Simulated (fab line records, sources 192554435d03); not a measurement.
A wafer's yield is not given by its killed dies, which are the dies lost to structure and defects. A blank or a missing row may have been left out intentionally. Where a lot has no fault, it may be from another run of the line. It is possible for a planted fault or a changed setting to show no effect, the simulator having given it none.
Matching of chambers ; flow n5-finfet ; N5_BEOL_M9_STRIP_67 on rie-diel-03: 4 sister chambers
The step strips in CF4. 4 wafers are shown with their chamber, then 9 later ones without.

## WAFERS PAIRED WITH THEIR CHAMBERS
wafer;chamber;showerhead-plenum-p-Torr (Torr)
L090.3;1;1.759
L089.3;0;1.800
L089.5;2;1.773
L089.6;3;1.710

## WAFERS MISSING THEIR CHAMBER
wafer;showerhead-plenum-p-Torr (Torr)
L092.2;1.710
L092.3;1.799
L092.4;1.772
L095.2;1.771
L095.3;1.798
L095.4;1.708
L097.1;1.770
L097.4;1.755
L097.5;1.770

## THE CHAMBER EACH PASSED THROUGH
wafer;from the rows above;in truth
L092.2;3;3
L092.3;0;0
L092.4;2;2
L095.2;2;2
L095.3;0;0
L095.4;3;3
L097.1;2;2
L097.4;1;1
L097.5;2;2
9 of 9 placed correctly. Number that these rows cannot place: 0. 0 placed wrongly.
How it was worked out, from the rows above alone: a wafer's distance from a chamber is the root of the sum, over the readings, of the square of ((its reading less the chamber's mean) divided by the reading's scatter). The wafer belongs to the nearest chamber; if the next one is less than 2 further off, it can't be placed. The mean given for a chamber averages the wafers shown for that chamber. The scatter: with one shown wafer a chamber, the root of the mean of the squares of how far each hidden wafer lies from its nearest shown one.
